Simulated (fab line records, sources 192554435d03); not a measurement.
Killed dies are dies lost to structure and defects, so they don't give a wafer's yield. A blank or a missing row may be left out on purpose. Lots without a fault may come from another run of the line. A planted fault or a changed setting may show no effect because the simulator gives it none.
fab line records | flow n5_finfet
record lots=7 wafers=21
route steps=1938 shown BEOL_M13@1706 BEOL_M14@1739 BEOL_M15@1800 PASSIVATION@1929
start_h: hours from the record's first day to the start of the lot's first wafer shown | wait_h: hours since the lot's step before | " the same as in the row above | L1.1+2: a row that stands for several wafers | - no value, or no start given | * or withheld: withheld | < > ~ a bound
route shown NAME@n: a module of which the file shows steps, and the number in the route of the first | usual: mean/standard deviation of fault-free wafers | same: alike in all rows | chamber/n: place in a boat | sites: the reading at each site | _std_site: their standard deviation | _edge_site: outer sites' mean less inner sites' | radius_mm: how far each site lies from the wafer's centre | mask NAME#n: copy n | behind: the tool/chamber that last shaped the wafer | hold: why the lot was held/for how many hours/how that ended | device: the transistor (n, p or np) that didn't switch | end of line: the same wafers' tests at the end of the route | a step without rows: its recipe alone | killed: dies lost to structure and defects at the first sort, not the wafer's yield | map: a wafer's dies, x killed, . not, _ none there
set.NAME: the setting as run; set.NAME@STEP: as run at that earlier step | model.NAME: the simulator's own value behind a step, which no gauge read
lots whose settings were changed on purpose; a table a step, a row a wafer
## steps
# step N5_BEOL_M13_SPUTTER_44
# recipe material=Ta target_thk_a=100 temp_c=50 bias_v=80 power_w=15000 chamber_pressure_pa=0.07 time_s=16.13
# columns lot.wafer tool chamber start_h wait_h set.power_w model.Ta_of_BEOL_M13_SPUTTER_44.thk_nm
L076.3 pvd_sputter-01 - 247.39 0.0 16350 10.8
L076.4 " - " " 15000 10.2
L076.6 " - " " 15000 10
L090.1 pvd_sputter-01 - 334.05 0.0 15000 10
L090.2+3 " - " " 15000 9.8
L092.1+6 pvd_sputter-01 - 348.56 0.0 15000 10
L092.5 " - " " 15000 10.2
L094.2+6 pvd_sputter-02 - 350.33 0.0 15000 10.2
L094.3 " - " " 15000 10
L091.1 pvd_sputter-02 - 361.28 0.0 15000 10
L091.3 " - " " 15000 10.2
L091.6 " - " " 13070 8.8
L095.4+5 pvd_sputter-02 - 371.76 0.0 15000 10.2
L095.6 " - " " 15000 10
L096.1 pvd_sputter-03 - 384.58 0.0 17440 11.2
L096.3 " - " " 17440 11.4
L096.4 " - " " 15000 9.8
# step N5_BEOL_M13_SPUTTER_45
# recipe material=Cu target_thk_a=800 temp_c=-20 bias_v=60 power_w=26000 chamber_pressure_pa=0.13 time_s=13.33
# step N5_BEOL_M13_ECD_47
# recipe material=Cu target_thk_a=9360
# step N5_BEOL_M13_ANNEAL_48
# recipe temp_c=225 time_s=90 ambient=N2
# step N5_BEOL_M13_CMP_49
# recipe stop_on=SiOC t_overpolish_s=17.1 down_force_psi=1 platen_rpm=50 clearing_platen_down_force_psi=1.5 clearing_platen_rpm=50 post_cmp_clean=cu_alkaline target_thk_nm=420 clearing_platen_pad_velocity_m_s=0.99484 pad_velocity_m_s=0.99484
# columns lot.wafer tool chamber start_h wait_h set.time_s@BEOL_M13_TRENCH_ETCH_34 model.Cu_of_BEOL_M13_ECD_47.thk_nm
L076.4 cmp-01 1 248.14 0.2 162.6 417.6
L076.3 " 2 " " 162.6 422.6
L076.6 " 1 " " 162.6 425.4
L090.1 cmp-03 2 334.76 0.3 135.7 348.2
L090.2 " 3 " " 162.6 414.4
L090.3 " 0 " " 135.7 344.4
L092.1 cmp-04 2 349.33 0.4 162.6 420.8
L092.5 " 3 " " 162.6 421.2
L092.6 " 0 " " 162.6 415.8
L094.2 cmp-04 0 350.98 0.2 139 362
L094.3 " 2 " " 162.6 417.6
L094.6 " 1 " " 162.6 433
L091.3 cmp-01 2 361.94 0.2 173.4 459.6
L091.1 " 0 " " 162.6 427.8
L091.6 " 2 " " 162.6 437.2
L095.4 cmp-01 0 372.42 0.1 178.2 456.8
L095.5 " 0 " " 162.6 426
L095.6 " 1 " " 162.6 434.4
L096.3 cmp-01 2 385.95 0.2 162.6 428.6
L096.1 " 3 " " 130.7 341
L096.4 " 1 " " 162.6 425.6
# step N5_BEOL_M13_THK_MEAS_50
# recipe thk_meas_gauge=xrf reads=Cu_of_BEOL_M13_ECD_47
# usual M13_THK=406/7.5
# columns lot.wafer tool chamber start_h wait_h set.time_s@BEOL_M13_TRENCH_ETCH_34 M13_THK[nm]
L076.3 film_metro-01 - 248.43 - 162.6 407
L076.4 " - " " 162.6 399
L076.6 " - " " 162.6 408
L090.1 film_metro-01 - 335.01 - 135.7 335
L090.2 " - " " 162.6 399
L090.3 " - " " 135.7 332
L092.1 film_metro-02 - 349.51 - 162.6 409
L092.5 " - " " 162.6 410
L092.6 " - " " 162.6 404
L094.2 film_metro-02 - 351.28 - 139 353
L094.3 " - " " 162.6 407
L094.6 " - " " 162.6 421
L091.1 film_metro-01 - 362.23 - 162.6 408
L091.3 " - " " 173.4 439
L091.6 " - " " 162.6 416
L095.4 film_metro-02 - 372.72 - 178.2 436
L095.5 " - " " 162.6 408
L095.6 " - " " 162.6 415
L096.1 film_metro-01 - 386.24 - 130.7 329
L096.3 " - " " 162.6 413
L096.4 " - " " 162.6 410
# step N5_BEOL_M13_PRE_CLEAN_52
# recipe gas=NH3 time_s=15 temp_c=withheld rf_power_w=300
# step N5_BEOL_M13_DEP_53
# recipe material=SiCN target_thk_a=500 temp_c=withheld precursor=3MS/NH3 pressure_torr=3 rf_w=675 time_s=17.8
# step N5_BEOL_M13_RS_MEAS_54
# recipe thk_meas_gauge=four-point-probe reads=Cu_of_BEOL_M13_ECD_47+Ta_of_BEOL_M13_SPUTTER_44+TaN_of_BEOL_M13_SPUTTER_43
# usual M13_RS=0.0447/0.00082
# columns lot.wafer tool chamber start_h wait_h set.time_s@BEOL_M13_TRENCH_ETCH_34 M13_RS[ohm/sq]
L076.3 film_metro-01 - 248.56 0.1 162.6 0.0446
L076.4 " - " " 162.6 0.0452
L076.6 " - " " 162.6 0.0443
L090.1 film_metro-01 - 335.14 0.0 135.7 0.0545
L090.2 " - " " 162.6 0.0455
L090.3 " - " " 135.7 0.0551
L092.1 film_metro-01 - 349.67 0.1 162.6 0.0447
L092.5 " - " " 162.6 0.0448
L092.6 " - " " 162.6 0.0454
L094.2 film_metro-02 - 351.41 0.1 139 0.0523
L094.3 " - " " 162.6 0.0451
L094.6 " - " " 162.6 0.0434
L091.1 film_metro-02 - 362.36 0.0 162.6 0.0441
L091.3 " - " " 173.4 0.0409
L091.6 " - " " 162.6 0.0431
L095.4 film_metro-02 - 372.84 0.0 178.2 0.0412
L095.5 " - " " 162.6 0.0443
L095.6 " - " " 162.6 0.0434
L096.1 film_metro-01 - 386.40 0.1 130.7 0.0557
L096.3 " - " " 162.6 0.0439
L096.4 " - " " 162.6 0.0444
# step N5_BEOL_M14_COAT_22
# recipe spin_rpm=2888 resist_thk_nm=300
# columns lot.wafer tool chamber start_h wait_h set.spin_rpm model.coat_of_BEOL_M14_COAT_22.thk_nm
L076.3 litho_track-03 0 - - 2888 300.8
L076.4 " 0 " " 2574 317.8
L076.6 " 0 " " 2888 300.4
L090.1 litho_track-03 0 - - 3119 288.6
L090.2 " 0 " " 2888 299.8
L090.3 " 0 " " 2888 299.4
L092.1 litho_track-04 0 - - 2888 301.8
L092.5 " 0 " " 2888 301.2
L092.6 " 0 " " 2888 301.6
L094.2 litho_track-05 0 - - 2624 313.8
L094.3 " 0 " " 2624 314.8
L094.6 " 0 " " 2888 299.2
L091.1 litho_track-04 0 - - 2568 318
L091.3 " 0 " " 2568 319.6
L091.6 " 0 " " 2888 300.2
L095.4+6 litho_track-03 0 - - 2888 300.2
L095.5 " 0 " " 2637 314.2
L096.1 litho_track-05 0 - - 2748 306.2
L096.3 " 0 " " 2888 297.8
L096.4 " 0 " " 2748 306
# step N5_BEOL_M15_EXPOSE_25
# recipe mask_id=M15 na=0.8 source_shape=annular sigma_inner=0.5 sigma_outer=0.8 polarization=unpolarized target_cd_nm=400 dose_mj=35.5
# columns lot.wafer tool chamber start_h wait_h mask set.dose_mj
L076.3 krf_scanner-02 0 255.49 - M15#0 34.55
L076.4+6 " 0 " " M15#0 35.5
L090.1+2 krf_scanner-01 0 343.54 - M15#0 35.5
L090.3 " 0 " " M15#0 37.36
L092.1+5+6 krf_scanner-01 0 357.58 - M15#0 35.5
L094.2+6 krf_scanner-02 0 361.30 - M15#0 35.5
L094.3 " 0 " " M15#0 34.19
L091.1 krf_scanner-02 0 368.53 - M15#0 35.5
L091.3+6 " 0 " " M15#0 36.38
L095.4 krf_scanner-01 0 381.62 - M15#0 35.5
L095.5+6 " 0 " " M15#0 34.51
L096.1 krf_scanner-02 0 393.92 - M15#0 32.93
L096.3+4 " 0 " " M15#0 35.5
# step N5_BEOL_M15_DEVELOP_27
# recipe develop_time_s=45 rinse_liquid=diw dry=air_spin dev_temp_c=21
# columns lot.wafer tool chamber start_h wait_h set.develop_time_s
L076.3+4+6 litho_track-03 0 - - 45
L090.1+3 litho_track-01 0 - - 45
L090.2 " 0 " " 40.87
L092.1+5+6 litho_track-02 0 - - 45
L094.2+6 litho_track-01 0 - - 45
L094.3 " 0 " " 54.52
L091.1 litho_track-03 0 - - 41.08
L091.3+6 " 0 " " 45
L095.4+5 litho_track-03 0 - - 45
L095.6 " 0 " " 48.16
L096.1+3+4 litho_track-03 0 - - 45
# step N5_BEOL_M15_HARDBAKE_32
# recipe temp_c=130 time_s=120
# step N5_BEOL_M15_CD_MEAS_28
# recipe target_cd_nm=407.6 landing_energy_ev=500 detector=se_inlens
# usual cd_nm=407.6/2.1
# columns lot.wafer tool chamber start_h wait_h set.dose_mj@BEOL_M15_EXPOSE_25 cd_nm
L076.3 cd_sem-03 0 255.65 - 34.55 403.1
L076.4 " 0 " " 35.5 408.7
L076.6 " 0 " " 35.5 408.0
L090.1 cd_sem-02 0 343.71 - 35.5 405.5
L090.2 " 0 " " 35.5 408.6
L090.3 " 0 " " 37.36 413.7
L092.1 cd_sem-01 0 357.75 - 35.5 410.9
L092.5 " 0 " " 35.5 407.4
L092.6 " 0 " " 35.5 408.5
L094.2 cd_sem-02 0 361.47 - 35.5 401.9
L094.3 " 0 " " 34.19 398.9
L094.6 " 0 " " 35.5 405.3
L091.1 cd_sem-03 0 368.70 - 35.5 406.1
L091.3 " 0 " " 36.38 409.9
L091.6 " 0 " " 36.38 410.5
L095.4 cd_sem-01 0 381.77 - 35.5 410.3
L095.5 " 0 " " 34.51 404.4
L095.6 " 0 " " 34.51 405.4
L096.1 cd_sem-03 0 394.10 - 32.93 396.4
L096.3 " 0 " " 35.5 407.6
L096.4 " 0 " " 35.5 409.0
# step N5_BEOL_M15_DESCUM_33
# recipe chemistry=O2 time_s=7.9 source_power_w=50 bias_power_w=20 pressure_mtorr=20 rf_frequency_hz=2.712e+07 temp_c=40 o2_flow_sccm=225
# columns lot.wafer tool chamber start_h wait_h set.dose_mj@BEOL_M15_EXPOSE_25 model.BEOL_M15.cd_nm
L076.3 rie_diel-03 3 255.73 0.0 34.55 403.2
L076.4 " 1 " " 35.5 408.6
L076.6 " 3 " " 35.5 408.4
L090.1 rie_diel-05 1 343.80 0.0 35.5 405.4
L090.2 " 2 " " 35.5 408.6
L090.3 " 3 " " 37.36 413.8
L092.1 rie_diel-03 2 357.84 0.0 35.5 410.8
L092.5 " 0 " " 35.5 407.6
L092.6 " 3 " " 35.5 408.4
L094.2 rie_diel-05 1 361.56 0.0 35.5 401.6
L094.3 " 2 " " 34.19 399
L094.6 " 1 " " 35.5 405.6
L091.1 rie_diel-04 3 368.79 0.0 35.5 405.8
L091.3 " 0 " " 36.38 409.6
L091.6 " 2 " " 36.38 410.4
L095.4 rie_diel-04 0 381.86 0.0 35.5 410.6
L095.5 " 0 " " 34.51 404
L095.6 " 1 " " 34.51 405.4
L096.1 rie_diel-05 0 394.19 0.0 32.93 396.4
L096.3 " 1 " " 35.5 407.8
L096.4 " 3 " " 35.5 408.8
# step N5_BEOL_M15_ETCH_61
# recipe chemistry=N2/H2 target=BARC target_depth_a=890 overetch_a=267 time_s=67.9 ion_energy_ev=200 pressure_mtorr=30 source_w=840 bias_w=150 n2_flow_sccm=200 h2_flow_sccm=200
# columns lot.wafer tool chamber start_h wait_h set.dose_mj@BEOL_M15_EXPOSE_25 model.BEOL_M15.cd_nm
L076.3 rie_diel-03 3 255.77 0.0 34.55 396.2
L076.4 " 1 " " 35.5 401.6
L076.6 " 3 " " 35.5 402.4
L090.1 rie_diel-05 1 343.84 0.0 35.5 397.2
L090.2 " 2 " " 35.5 401
L090.3 " 3 " " 37.36 409.4
L092.1 rie_diel-03 2 357.87 0.0 35.5 402
L092.5 " 0 " " 35.5 400.4
L092.6 " 3 " " 35.5 401.2
L094.2 rie_diel-05 1 361.59 0.0 35.5 392
L094.3 " 2 " " 34.19 390.6
L094.6 " 1 " " 35.5 395.6
L091.1 rie_diel-04 3 368.83 0.0 35.5 399.4
L091.3 " 0 " " 36.38 403
L091.6 " 2 " " 36.38 404
L095.4 rie_diel-04 0 381.89 0.0 35.5 404
L095.5 " 0 " " 34.51 397.4
L095.6 " 1 " " 34.51 398.4
L096.1 rie_diel-05 0 394.22 0.0 32.93 387
L096.3 " 1 " " 35.5 398.6
L096.4 " 3 " " 35.5 402.6
# step N5_PASSIVATION_PASS_ETCH_47
# recipe chemistry=CF4/O2 target=SiNx target_depth_a=7700 time_s=385 ion_energy_ev=100 pressure_mtorr=40 source_w=535 bias_w=49 Ar_flow_sccm=100 cf4_flow_sccm=100 O2_flow_sccm=10
# usual rf_vpp_V=240.6/2.3
# columns lot.wafer tool chamber start_h wait_h set.source_w rf_vpp_V model.etch.depth_nm
L076.3 rie_diel-02 3 275.22 0.1 535 240.7 761.6
L076.4 " 0 " " 535 238.7 769.2
L076.6 " 3 " " 582.7 230.2 816.2
L090.1 rie_diel-01 0 360.79 0.0 535 240.6 789.3
L090.2 " 3 " " 612.2 226.0 852.5
L090.3 " 2 " " 612.2 222.2 867.8
L092.1 rie_diel-06 1 373.87 0.0 535 241.7 749.1
L092.5 " 3 " " 535 247.0 773.7
L092.6 " 2 " " 535 242.1 777.2
L094.2 rie_diel-06 3 377.58 0.0 535 244.6 774.7
L094.3 " 2 " " 535 243.4 782.6
L094.6 " 3 " " 535 244.4 769.1
L091.1 rie_diel-06 0 386.48 0.0 535 242.9 774.2
L091.3 " 1 " " 499.7 248.8 711.9
L091.6 " 0 " " 535 243.9 778.9
L095.4 rie_diel-01 3 394.92 0.0 623.7 222.8 867.3
L095.5 " 1 " " 535 240.6 782.3
L095.6 " 2 " " 623.7 219.4 890
L096.1 rie_diel-06 3 411.81 0.0 535 244.4 776.9
L096.3 " 0 " " 582 232.7 817
L096.4 " 2 " " 582 230.9 837.2
# step N5_PASSIVATION_ETCH_54
# recipe chemistry=CHF3/O2 target=SiO2 target_depth_a=8800 CHF3_flow_sccm=50 O2_flow_sccm=5 Ar_flow_sccm=200 time_s=440 mask_material=PR pressure_mtorr=30 source_w=650 bias_w=170 ion_energy_ev=200
# usual rf_vpp_V=524/4.9
# columns lot.wafer tool chamber start_h wait_h set.bias_w rf_vpp_V
L076.3 rie_diel-02 3 275.59 0.3 191.5 574
L076.4 " 0 " " 191.5 569
L076.6 " 3 " " 170 523
L090.1 rie_diel-01 0 361.01 0.1 170 522
L090.2 " 3 " " 170 525
L090.3 " 2 " " 161.6 498
L092.1 rie_diel-06 1 374.10 0.1 170 523
L092.5 " 3 " " 170 534
L092.6 " 2 " " 170 529
L094.2 rie_diel-06 3 377.81 0.1 170 535
L094.3 " 2 " " 139.9 451
L094.6 " 3 " " 170 534
L091.1 rie_diel-06 0 386.71 0.1 170 530
L091.3 " 1 " " 170 523
L091.6 " 0 " " 170 529
L095.4 rie_diel-01 3 395.15 0.1 170 526
L095.5 " 1 " " 149.8 472
L095.6 " 2 " " 149.8 470
L096.1 rie_diel-06 3 412.04 0.1 170 535
L096.3 " 0 " " 157.1 496
L096.4 " 2 " " 157.1 494
## key
split step=N5_BEOL_M13_SPUTTER_44 setting=power_w stated=15000 by=wafer
response step=N5_BEOL_M13_SPUTTER_44 reading=model.Ta_of_BEOL_M13_SPUTTER_44.thk_nm change=+0.0928 per=1% r=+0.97
split step=N5_BEOL_M14_COAT_22 setting=spin_rpm stated=2888 by=wafer
response step=N5_BEOL_M14_COAT_22 reading=model.coat_of_BEOL_M14_COAT_22.thk_nm change=-1.6 per=1% r=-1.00
split step=N5_BEOL_M15_EXPOSE_25 setting=dose_mj stated=35.5 by=wafer
response step=N5_BEOL_M15_CD_MEAS_28 reading=cd_nm change=+1.55 per=1% r=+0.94
response step=N5_BEOL_M15_DESCUM_33 reading=model.BEOL_M15.cd_nm change=+1.57 per=1% r=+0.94
response step=N5_BEOL_M15_ETCH_61 reading=model.BEOL_M15.cd_nm change=+1.81 per=1% r=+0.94
split step=N5_BEOL_M15_DEVELOP_27 setting=develop_time_s stated=45 by=wafer
response none clear
split step=N5_PASSIVATION_PASS_ETCH_47 setting=source_w stated=535 by=wafer
response step=N5_PASSIVATION_PASS_ETCH_47 reading=rf_vpp_V change=-1.16 per=1% r=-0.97
response step=N5_PASSIVATION_PASS_ETCH_47 reading=model.etch.depth_nm change=+5.77 per=1% r=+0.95
split step=N5_PASSIVATION_ETCH_54 setting=bias_w stated=170 by=wafer
response step=N5_PASSIVATION_ETCH_54 reading=rf_vpp_V change=+4.56 per=1% r=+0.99
split outside_this_file step=N5_BEOL_M13_TRENCH_ETCH_34 setting=time_s
# split outside_this_file: this setting was split too, and the file shows its column; the key of that split is in another file
